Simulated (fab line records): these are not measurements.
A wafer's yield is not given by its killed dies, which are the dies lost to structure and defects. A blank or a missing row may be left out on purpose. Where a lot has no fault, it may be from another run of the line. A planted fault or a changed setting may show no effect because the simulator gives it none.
Matching of chambers :: flow n5 finfet :: rie diel-04 running N5_BEOL_M11_DESCUM_16: 4 sister chambers
The step chemistry O2, time 7.9 s. 16 wafers are shown with their chamber, then 8 later ones without.

## WAFERS WITH THEIR CHAMBER
wafer: L075.2
chamber: 0
drypump motor current A (A): 6.3
showerhead plenum p Torr (Torr): 2.02
throttle valve pct (%): 20.5

wafer: L075.4
chamber: 2
drypump motor current A (A): 5.0
showerhead plenum p Torr (Torr): 1.99
throttle valve pct (%): 20.4

wafer: L075.6
chamber: 0
drypump motor current A (A): 6.3
showerhead plenum p Torr (Torr): 2.02
throttle valve pct (%): 20.5

wafer: L081.2
chamber: 1
drypump motor current A (A): 5.1
showerhead plenum p Torr (Torr): 2.03
throttle valve pct (%): 20.1

wafer: L081.3
chamber: 3
drypump motor current A (A): 5.4
showerhead plenum p Torr (Torr): 2.23
throttle valve pct (%): 20.0

wafer: L081.4
chamber: 0
drypump motor current A (A): 6.3
showerhead plenum p Torr (Torr): 2.02
throttle valve pct (%): 20.5

wafer: L080.4
chamber: 1
drypump motor current A (A): 5.0
showerhead plenum p Torr (Torr): 2.03
throttle valve pct (%): 20.1

wafer: L080.5
chamber: 3
drypump motor current A (A): 5.4
showerhead plenum p Torr (Torr): 2.23
throttle valve pct (%): 20.0

wafer: L080.6
chamber: 2
drypump motor current A (A): 5.0
showerhead plenum p Torr (Torr): 1.98
throttle valve pct (%): 20.4

wafer: L082.3
chamber: 1
drypump motor current A (A): 5.0
showerhead plenum p Torr (Torr): 2.03
throttle valve pct (%): 20.1

wafer: L082.4
chamber: 0
drypump motor current A (A): 6.3
showerhead plenum p Torr (Torr): 2.02
throttle valve pct (%): 20.5

wafer: L082.6
chamber: 3
drypump motor current A (A): 5.4
showerhead plenum p Torr (Torr): 2.23
throttle valve pct (%): 20.0

wafer: L088.1
chamber: 1
drypump motor current A (A): 5.0
showerhead plenum p Torr (Torr): 2.03
throttle valve pct (%): 20.1

wafer: L088.5
chamber: 3
drypump motor current A (A): 5.4
showerhead plenum p Torr (Torr): 2.22
throttle valve pct (%): 20.0

wafer: L088.6
chamber: 0
drypump motor current A (A): 6.3
showerhead plenum p Torr (Torr): 2.01
throttle valve pct (%): 20.6

wafer: L086.2
chamber: 1
drypump motor current A (A): 5.0
showerhead plenum p Torr (Torr): 2.03
throttle valve pct (%): 20.1

SIGNATURES (means of the wafers above)
reading: drypump motor current A
chamber 0: 6.300
chamber 1: 5.020
chamber 2: 5.000
chamber 3: 5.400
scatter within a chamber: 0.0258

reading: showerhead plenum p Torr
chamber 0: 2.0180
chamber 1: 2.0300
chamber 2: 1.9850
chamber 3: 2.2275
scatter within a chamber: 0.00413

reading: throttle valve pct
chamber 0: 20.520
chamber 1: 20.100
chamber 2: 20.400
chamber 3: 20.000
scatter within a chamber: 0.0258
Rule: a wafer lies at a distance from a chamber equal to the root of the sum of squares, over the readings, of (its reading less the chamber's mean, divided by the reading's scatter). The wafer belongs to the nearest chamber; if the next one is less than 2 further off, it can't be placed. The scatter: the root of (the sum of the squares of (reading less its chamber's mean) over the shown wafers, divided by (wafers less chambers)).

## WAFERS WITHOUT THEIR CHAMBER
wafer: L086.3
drypump motor current A (A): 5.4
showerhead plenum p Torr (Torr): 2.22
throttle valve pct (%): 20.0

wafer: L086.6
drypump motor current A (A): 5.4
showerhead plenum p Torr (Torr): 2.22
throttle valve pct (%): 20.0

wafer: L093.2
drypump motor current A (A): 5.0
showerhead plenum p Torr (Torr): 2.03
throttle valve pct (%): 20.1

wafer: L093.5
drypump motor current A (A): 5.0
showerhead plenum p Torr (Torr): 1.98
throttle valve pct (%): 20.4

wafer: L093.6
drypump motor current A (A): 5.0
showerhead plenum p Torr (Torr): 2.03
throttle valve pct (%): 20.1

wafer: L096.3
drypump motor current A (A): 5.4
showerhead plenum p Torr (Torr): 2.21
throttle valve pct (%): 20.1

wafer: L096.4
drypump motor current A (A): 5.0
showerhead plenum p Torr (Torr): 2.02
throttle valve pct (%): 20.1

wafer: L096.5
drypump motor current A (A): 6.3
showerhead plenum p Torr (Torr): 2.01
throttle valve pct (%): 20.6

## CHAMBER TAKEN BY EACH
wafer: L086.3
from the rows above: 3
in truth: 3

wafer: L086.6
from the rows above: 3
in truth: 3

wafer: L093.2
from the rows above: 1
in truth: 1

wafer: L093.5
from the rows above: 2
in truth: 2

wafer: L093.6
from the rows above: 1
in truth: 1

wafer: L096.3
from the rows above: 3
in truth: 3

wafer: L096.4
from the rows above: 1
in truth: 1

wafer: L096.5
from the rows above: 0
in truth: 0
Correct placement for 8 of the 8. From these rows, 0 cannot be placed. Placed wrongly: 0.
